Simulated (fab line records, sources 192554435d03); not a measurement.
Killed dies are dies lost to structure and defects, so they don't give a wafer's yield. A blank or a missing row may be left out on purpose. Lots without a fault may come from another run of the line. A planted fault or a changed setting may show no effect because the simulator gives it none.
Split-lot experiment | flow n5_finfet | 7 lots, 21 wafers read, on a route of 1938 steps

THE SPLIT
At N5_BEOL_M7_EXPOSE_08 (exposes mask M7), the setting dose_mj was moved away from the recipe's 68.25 on 6 of the 21 wafers read, by -2.8% to +7.3%. The other wafers ran this setting at the recipe's value.

FROM THE SPLIT TO THE READING: what the file shows between them, 16 steps
- N5_BEOL_M7_PEB_09: peb time 60 s
- N5_BEOL_M7_DEVELOP_10: develop time 30 s
- N5_BEOL_M7_CD_MEAS_11: target cd 38.5 nm
- N5_BEOL_M7_DESCUM_16: chemistry O2, time 7.9 s
- N5_BEOL_M7_ETCH_61: etches SiARC in CF4, target depth 45.5 nm, time 75.8 s
- N5_BEOL_M7_ETCH_62: etches SOC in N2/H2, target depth 110 nm, overetch 22 nm, time 165 s
- N5_BEOL_M7_STRIP_68: strips in N2/H2
- N5_BEOL_M7_STRIP_67: strips in CF4
- N5_BEOL_M7_HM_OPEN_17: chemistry Cl2/BCl3, target TiN, target depth 20 nm, overetch 6 nm
- N5_BEOL_M7_STRIP_19: strips in O2
- N5_BEOL_M7_CD_MEAS_18: pitch 80 nm, target cd 40 nm
- N5_BEOL_M7_TRENCH_ETCH_37: etches SiCOH lowk in C4F6/O2, target depth 93.478 nm, time 31.2 s (also split here: source_w)
- N5_BEOL_M7_ETCH_41: etches SiCN in CH3F/O2, target depth 31.9 nm, time 57.8 s (also split here: bias_w)
- N5_BEOL_M7_STRIP_80: strips in N2/H2, time 10 s
- N5_BEOL_M7_PRECLEAN_42: cleans in residue remover, time 60 s
- N5_BEOL_M7_SRD_43: time 30 s

THE READING
cd_nm, in nm, at N5_BEOL_M7_CD_MEAS_35 (target cd 40 nm). Fault-free wafers of this fab line usually give 40.3 nm, standard deviation 0.66 nm.

wafer  | tool, chamber at the split | dose_mj as run | against the recipe | cd_nm, nm | against lot-mates on the recipe
L074.1 | arfi_scanner-01, 0         | 68.25          | recipe             | 39.7      | -
L074.3 | arfi_scanner-01, 0         | 68.25          | recipe             | 40.6      | -
L074.5 | arfi_scanner-01, 0         | 68.25          | recipe             | 39.5      | -
L076.2 | arfi_scanner-01, 0         | 71.96          | +5.4%              | 44.0      | +4.1
L076.3 | arfi_scanner-01, 0         | 68.25          | recipe             | 39.8      | -
L076.5 | arfi_scanner-01, 0         | 68.25          | recipe             | 40.0      | -
L082.4 | arfi_scanner-01, 0         | 72.32          | +6.0%              | 43.5      | +3.0
L082.5 | arfi_scanner-01, 0         | 68.25          | recipe             | 40.2      | -
L082.6 | arfi_scanner-01, 0         | 68.25          | recipe             | 40.7      | -
L083.1 | arfi_scanner-02, 0         | 72.39          | +6.1%              | 44.4      | +4.8
L083.3 | arfi_scanner-02, 0         | 68.25          | recipe             | 39.6      | -
L083.5 | arfi_scanner-02, 0         | 72.39          | +6.1%              | 43.3      | +3.7
L084.2 | arfi_scanner-02, 0         | 66.35          | -2.8%              | 39.6      | -1.1
L084.3 | arfi_scanner-02, 0         | 68.25          | recipe             | 40.5      | -
L084.4 | arfi_scanner-02, 0         | 68.25          | recipe             | 41.0      | -
L088.1 | arfi_scanner-02, 0         | 68.25          | recipe             | 40.3      | -
L088.2 | arfi_scanner-02, 0         | 68.25          | recipe             | 40.1      | -
L088.3 | arfi_scanner-02, 0         | 68.25          | recipe             | 39.9      | -
L090.1 | arfi_scanner-02, 0         | 68.25          | recipe             | 39.7      | -
L090.2 | arfi_scanner-02, 0         | 73.2           | +7.3%              | 44.3      | +4.6
L090.4 | arfi_scanner-02, 0         | 68.25          | recipe             | 39.7      | -

THE FIT
A straight line over all 21 wafers: cd_nm changes by +0.584 nm for each +1% of dose_mj; r = +0.96; the points scatter about the line by 0.52 nm.
The same after taking each lot's own level away (the mean of its wafers on the recipe; 21 wafers): +0.638 nm for each +1%; r = +0.98; scatter 0.41 nm.
On that fit, the largest move of dose_mj shifts the reading by 4.6 nm.
The lots' own levels span 39.60 to 40.75 nm, that is 1.7 times the standard deviation above.
So the lot-to-lot level changes the slope little: the two slopes agree.
Check: with one of the wafers moved furthest among these (+7.3%) left out of the fit, the line predicts +4.71 nm for it against its lot-mates. It came out at +4.6 nm against them.

OTHER SPLITS ON THESE WAFERS
These wafers also went through other splits before the reading. Each is held against what the fit with the lots' levels taken away leaves over:
other split on the same wafers     | wafers away from the commonest value | r with cd_nm (lot level and that fit taken away)
N5_BEOL_M7_TRENCH_ETCH_37 source_w | 9                                    | +0.00
N5_BEOL_M7_ETCH_41 bias_w          | 7                                    | -0.04

THE WHOLE CHAIN: every reading that the file lists as answering this split, in the file's order
step                  | what it does                                                         | reading                                                               | change (the file's fit)               | r (the file's)
N5_BEOL_M7_CD_MEAS_11 | target cd 38.5 nm                                                    | cd_nm                                                                 | +0.586 nm for each +1% of the setting | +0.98
N5_BEOL_M7_ETCH_61    | etches SiARC in CF4, target depth 45.5 nm, time 75.8 s               | BEOL_M7.cd_offset_nm (the simulator's own value, which no gauge read) | +0.586 nm for each +1% of the setting | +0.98
N5_BEOL_M7_ETCH_62    | etches SOC in N2/H2, target depth 110 nm, overetch 22 nm, time 165 s | BEOL_M7.cd_offset_nm (the simulator's own value, which no gauge read) | +0.627 nm for each +1% of the setting | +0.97
N5_BEOL_M7_CD_MEAS_18 | pitch 80 nm, target cd 40 nm                                         | cd_nm                                                                 | +0.645 nm for each +1% of the setting | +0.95
N5_BEOL_M7_CD_MEAS_35 | target cd 40 nm                                                      | cd_nm                                                                 | +0.64 nm for each +1% of the setting  | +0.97

THE FILE'S OWN FIT
cd_nm changes by +0.64 nm for each +1% of dose_mj, r = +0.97.
